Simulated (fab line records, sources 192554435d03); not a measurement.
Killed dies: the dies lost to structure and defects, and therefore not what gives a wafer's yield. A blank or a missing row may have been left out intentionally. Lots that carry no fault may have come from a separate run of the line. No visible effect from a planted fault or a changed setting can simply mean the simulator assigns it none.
fab line records | flow n5_finfet
[record] lots = 4 wafers = 12 last_day = 17
route steps=1938 shown BEOL_M8@1394 BEOL_M9@1401
lots untouched by any fault: they come from a run of this same line in which no faults occurred
start_h: the number of hours between the record's first day and the start of the first shown wafer of the lot | wait_h: hours elapsed since this lot's preceding step | " unchanged from the row above | L1.1+2: one row covering several wafers at once | - no value present, or no start provided | * or withheld: withheld | < > ~ a bound
route shown NAME@n: NAME is a module with steps in the file, n the number in the route of the first one | usual: mean and standard deviation over wafers with no fault | same: alike in all rows | chamber/n: place in a boat | sites: each site's reading | _std_site: the standard deviation of these | _edge_site: inner sites' mean taken away from outer sites' mean | radius_mm: how far each site lies from the wafer's centre | mask NAME#n: copy n | behind: the last tool/chamber to shape the wafer | hold: why the lot was held/for how many hours/how that ended | device: the transistor (n, p or np) that didn't switch | end of line: the same wafers' tests at the end of the route | for a step that has no rows: nothing shown but its recipe | killed: at the first sort, the dies lost to defects and structure; wafer yield is something else | map: dies across one wafer; x = killed, . = not, _ = none there
set.NAME: the setting as run; set.NAME@STEP: as run at that earlier step | model.NAME: the simulator's own value behind a step, which no gauge read
lots at some steps of the route; a table a step, a row a wafer
services: a tool's chamber out of use, with start hour (start_h, from the record's first day; less than 0 if before it), hours out, and reason
[[steps]]
[step N5_BEOL_M8_ANNEAL_51]
[recipe] temp_c = 225 time_s = 90 ambient = N2
[step N5_BEOL_M8_CMP_52]
[recipe] stop_on = SiCOH_lowk t_overpolish_s = 6.9 down_force_psi = 1 platen_rpm = 50 clearing_platen_down_force_psi = 1.5 clearing_platen_rpm = 50 post_cmp_clean = cu_alkaline target_thk_nm = 80 clearing_platen_pad_velocity_m_s = 0.99484 pad_velocity_m_s = 0.99484
[step N5_BEOL_M8_PRE_CLEAN_55]
[recipe] gas = NH3 time_s = 15 temp_c = withheld rf_power_w = 300
[step N5_BEOL_M8_DEP_56]
[recipe] material = SiCN target_thk_a = 100 temp_c = withheld precursor = 3MS/NH3 pressure_torr = 3 rf_w = 202 time_s = 17.5
[step N5_BEOL_M9_ILD_DEP_00]
[recipe] material = SiCOH_lowk target_thk_a = 3085.1 temp_c = 300 precursor = DEMS/porogen pressure_torr = 5 rf_w = 500 time_s = 58
[step N5_BEOL_M9_CURE_71]
[recipe] temp_c = 385 time_s = 240 ambient = He/Ar material = SiCOH_lowk
[step N5_BEOL_M9_PECVD_70]
[recipe] material = SiO2 target_thk_a = 200 temp_c = 400 precursor = TEOS/O2 pressure_torr = 5.5 rf_w = 450 teos_flow_sccm = 53.8 gas = O2 flow_sccm = 3000 time_s = 22.7
[step N5_BEOL_M9_HM_DEP_02]
[recipe] material = TiN target_thk_a = 200 temp_c = 25 chamber_pressure_pa = 0.49996
[step N5_BEOL_M9_COAT_59]
[recipe] resist = SOC temp_c = 250 time_s = 60 spin_rpm = 1500 resist_thk_nm = 100
[usual] dispense_pressure_kPa = 48/3.5 spin_speed_rpm = 1500.2/1.1
// columns lot.wafer tool chamber start_h wait_h dispense_pressure_kPa spin_speed_rpm model.SOC_of_BEOL_M9_COAT_59.thk_nm
L481.2 litho_track-04 0 285.57 0.1 47 1498.0 99.6
L481.3 " 0 " " 47 1499.8 99.8
L481.4 " 0 " " 47 1499.9 99.8
L484.2 litho_track-04 0 299.73 0.1 47 1564.8 97.4
L484.3 " 0 " " 47 1564.2 97.4
L484.5 " 0 " " 47 1564.3 97.2
L487.1 litho_track-04 0 326.54 0.1 47 1566.7 98.4
L487.3 " 0 " " 47 1566.1 98.2
L487.6 " 0 " " 47 1565.6 98.2
L489.2 litho_track-01 0 340.04 0.1 45 1499.7 100.2
L489.5 " 0 " " 45 1499.6 99.8
L489.6 " 0 " " 45 1499.4 99.8
[step N5_BEOL_M9_COAT_60]
[recipe] resist = SiARC temp_c = 220 time_s = 60 spin_rpm = 1500 resist_thk_nm = 30
[step N5_BEOL_M9_COAT_05]
[recipe] resist = CAR-ArF spin_rpm = 1500 resist_thk_nm = 90
[step N5_BEOL_M9_EBR_07]
[recipe] solvent = PGMEA ebr_width_mm = 1.5
[step N5_BEOL_M9_SOFTBAKE_06]
[recipe] temp_c = 110 time_s = 60 resist = CAR-ArF
[step N5_BEOL_M9_EXPOSE_08]
[recipe] mask_id = M9 na = 1.35 source_shape = dipole sigma_inner = 0.411 sigma_outer = 0.611 polarization = te dose_mj = 53.75
[step N5_BEOL_M9_PEB_09]
[recipe] peb_temp_c = withheld peb_time_s = 60 resist = CAR-ArF
[step N5_BEOL_M9_DEVELOP_10]
[recipe] develop_time_s = 30 developer = TMAH resist = CAR-ArF rinse_liquid = diw dry = air_spin dev_temp_c = 23
[step N5_BEOL_M9_DESCUM_16]
[recipe] chemistry = O2 time_s = 7.9 source_power_w = 50 bias_power_w = 20 pressure_mtorr = 20 rf_frequency_hz = 2.712e+07 temp_c = 40 resist = CAR-ArF o2_flow_sccm = 225
[step N5_BEOL_M9_ETCH_61]
[recipe] chemistry = CF4 target = SiARC target_depth_a = 390 mask_material = CAR-ArF time_s = 65 ion_energy_ev = 80 pressure_mtorr = 40 source_w = 545 bias_w = 36 Ar_flow_sccm = 100 cf4_flow_sccm = 100 ends = cleared
[step N5_BEOL_M9_ETCH_62]
[recipe] chemistry = N2/H2 target = SOC target_depth_a = 1100 overetch_a = 220 mask_material = SiARC temp_c = 40 time_s = 165 ion_energy_ev = 200 pressure_mtorr = 30 source_w = 840 bias_w = 150 n2_flow_sccm = 200 h2_flow_sccm = 200
[usual] drypump_motor_current_A = 5.6/0.52 oes_product_au = 0.68/0.059 rf_fwd_power_W = 837.7/2.7 rf_vpp_V = 524.4/2.2 showerhead_plenum_p_Torr = 2.56/0.078 throttle_valve_pct = 17.72/0.16
// columns lot.wafer tool chamber start_h wait_h drypump_motor_current_A oes_product_au rf_fwd_power_W rf_hours_counter_h rf_vpp_V showerhead_plenum_p_Torr throttle_valve_pct model.etch.depth_nm
L481.2 rie_diel-03 2 286.12 0.0 6.4 0.70 835.6 69 527.8 2.70 17.73 99.69
L481.3 " 3 " " 5.8 0.72 838.1 58 524.0 2.58 17.69 99.86
L481.4 " 1 " " 6.6 0.60 833.9 235 527.3 2.61 17.93 99.72
L484.2 rie_diel-02 0 300.27 0.0 6.1 0.62 838.3 183 524.6 2.64 17.67 97.48
L484.3 " 2 " " 5.1 0.65 837.6 119 521.7 2.45 17.87 97.44
L484.5 " 0 " " 6.1 0.61 841.5 - 525.6 2.64 17.66 97.25
L487.1 rie_diel-03 3 327.15 0.0 5.8 0.70 837.7 71 525.1 2.57 17.73 98.48
L487.3 " 2 " " 6.4 0.69 836.7 82 527.3 2.70 17.76 98.16
L487.6 " 0 " " 5.7 0.73 837.2 - 520.6 2.48 17.33 98.29
L489.2 rie_diel-01 1 341.59 0.0 5.7 0.63 840.6 188 522.9 2.53 17.84 100.2
L489.5 " 3 " " 5.5 0.69 838.9 - 525.4 2.57 17.72 99.75
L489.6 " 2 " " 4.9 0.65 836.5 - 521.4 2.45 17.53 99.82
[step N5_BEOL_M9_STRIP_68]
[recipe] chemistry = N2/H2 temp_c = 40 n2_flow_sccm = 200 h2_flow_sccm = 200 rf_frequency_hz = 6e+07
[step N5_BEOL_M9_STRIP_67]
[recipe] chemistry = CF4 resist = SiARC power_w = 300 bias_power_w = 75 pressure_mtorr = 50 cf4_flow_sccm = 150 rf_frequency_hz = 6e+07
[step N5_BEOL_M9_HM_OPEN_17]
[recipe] chemistry = Cl2/BCl3 target_depth_a = 200 overetch_a = 60 target = TiN mask_material = SOC ion_energy_ev = 150 pressure_mtorr = 10 icp_w = 1000 bias_w = 126 Cl2_flow_sccm = 53.25 bcl3_flow_sccm = 21.75 Ar_flow_sccm = 25
[usual] drypump_motor_current_A = 5.9/0.38 mfc_ar_sccm = 25.00/0.078 mfc_cl2_sccm = 53.24/0.17 oes_product_au = 0.62/0.072 rf_fwd_power_W = 993/3.4 throttle_valve_pct = 22.37/0.17
// columns lot.wafer tool chamber start_h wait_h drypump_motor_current_A mfc_ar_sccm mfc_cl2_sccm oes_product_au rf_fwd_power_W rf_hours_counter_h throttle_valve_pct model.SOC_of_BEOL_M9_COAT_59.thk_nm
L481.2 rie_metal-02 1 286.31 0.0 6.3 24.89 53.22 0.56 991 101 22.73 92
L481.3 " 0 " " 6.0 24.90 53.22 0.55 991 - 22.32 92
L481.4 " 1 " " 6.3 24.89 53.06 0.55 993 - 22.73 92
L484.2 rie_metal-02 0 300.46 0.0 6.0 24.91 53.10 0.55 994 98 22.33 89.6
L484.3 " 0 " " 6.0 25.05 53.12 0.55 989 - 22.31 89.6
L484.5 " 1 " " 6.3 24.87 53.34 0.56 997 - 22.73 89.4
L487.1 rie_metal-01 0 327.34 0.0 5.1 25.00 53.08 0.59 990 69 22.19 90.6
L487.3 " 0 " " 5.0 24.97 53.21 0.60 993 - 22.19 90.2
L487.6 " 0 " " 5.1 25.02 53.28 0.60 991 - 22.18 90.4
L489.2 rie_metal-03 0 341.78 0.0 6.1 24.90 53.09 0.64 1001 59 22.50 92.4
L489.5 " 0 " " 6.1 24.96 53.19 0.65 996 - 22.50 92
L489.6 " 1 " " 6.0 25.02 53.20 0.71 987 - 22.31 91.8
[step N5_BEOL_M9_STRIP_19]
[recipe] chemistry = O2 power_w = 400 temp_c = 40 pressure_mtorr = 30 rf_frequency_hz = 6e+07 bias_power_w = 0 overash_fraction = 0.2 o2_flow_sccm = 225
[[services]]
// columns tool chamber start_h hours kind
rie_metal-03 0 265.79 4.4 repair
rie_diel-02 2 267.02 6.3 repair
rie_diel-01 0 301.30 18.0 repair
rie_diel-01 2 304.72 3.9 repair
rie_metal-03 - 313.19 2.8 pm
rie_diel-02 - 315.20 0.5 repair
litho_track-04 - 318.41 - consumable_replace:filter
rie_metal-01 - 321.67 1.0 repair
rie_diel-02 2 334.70 5.6 repair
rie_diel-03 1 340.21 - clean
rie_diel-03 1 340.21 - consumable_replace:focus_ring
rie_diel-03 1 340.21 20.5 scheduled_down
rie_diel-03 1 340.21 20.5 vent_cycle
[[key]]
[first_sign] step = N5_BEOL_M9_COAT_59 reading = spin_speed_rpm direction = up sigmas = 62 usual = * struck = *
effect none on later readings
[model_effect] step = N5_BEOL_M9_COAT_59 value = SOC_of_BEOL_M9_COAT_59.thk_nm without = 99.97 struck = 97.8
[model_effect] step = N5_BEOL_M9_ETCH_62 value = etch.depth_nm without = 99.93 struck = 97.85
[model_effect] step = N5_BEOL_M9_HM_OPEN_17 value = SOC_of_BEOL_M9_COAT_59.thk_nm without = 91.97 struck = 89.97
met_at N5_BEOL_M9_COAT_59
struck_wafers L484.2,L484.3,L484.5,L487.1,L487.3,L487.6
onset_between 285.57 299.73
[fault] kind = process_parameter_drift tool = litho_track-04 chamber = - onset_h = 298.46 steps = N5_BEOL_M9_COAT_59 channel = spin_rpm offset = * shape = step end_h = 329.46 acts_in = * stated = *
